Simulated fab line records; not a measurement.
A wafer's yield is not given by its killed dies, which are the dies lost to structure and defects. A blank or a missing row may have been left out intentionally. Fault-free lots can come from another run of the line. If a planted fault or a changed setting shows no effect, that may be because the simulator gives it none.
Matching of chambers + flow n5_finfet + N5_BEOL_M0_SAQP_PECVD_96 on pecvd-01: 3 sister chambers
The step deposits a-Si from SiH4/He, target thk 45 nm, time 45.2 s. 3 wafers are shown with their chamber, then 9 later ones without.

## WAFERS WITH THEIR CHAMBER
| wafer  | chamber | throttle_valve_pct (%) |
|--------|---------|------------------------|
| L088.4 | 0       | 19.8                   |
| L089.2 | 1       | 18.9                   |
| L089.5 | 2       | 16.3                   |

## WAFERS WITHOUT THEIR CHAMBER
| wafer  | throttle_valve_pct (%) |
|--------|------------------------|
| L090.3 | 19.4                   |
| L090.4 | 19.2                   |
| L090.5 | 18.6                   |
| L093.1 | 16.5                   |
| L093.4 | 18.9                   |
| L093.6 | 19.4                   |
| L097.2 | 16.4                   |
| L097.3 | 19.4                   |
| L097.4 | 16.1                   |

## WHICH CHAMBER EACH WENT THROUGH
| wafer  | from the rows above     | in truth |
|--------|-------------------------|----------|
| L090.3 | can't be placed: 0 or 1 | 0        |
| L090.4 | can't be placed: 1 or 0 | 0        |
| L090.5 | 1                       | 1        |
| L093.1 | 2                       | 2        |
| L093.4 | 1                       | 1        |
| L093.6 | can't be placed: 0 or 1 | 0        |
| L097.2 | 2                       | 2        |
| L097.3 | can't be placed: 0 or 1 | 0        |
| L097.4 | 2                       | 2        |
5 of 9 placed correctly. These rows do not allow placing 4 (true chamber among the candidates in 4). 0 placed wrongly.
How it was worked out, from the rows above alone: a wafer's distance from a chamber is the root of the sum, over the readings, of the square of ((its reading less the chamber's mean) divided by the reading's scatter). The wafer belongs to the nearest chamber; if the next one is less than 2 further off, it can't be placed. A chamber's mean is the mean of its shown wafers. The scatter: with one shown wafer a chamber, the root of the mean of the squares of how far each hidden wafer lies from its nearest shown one.
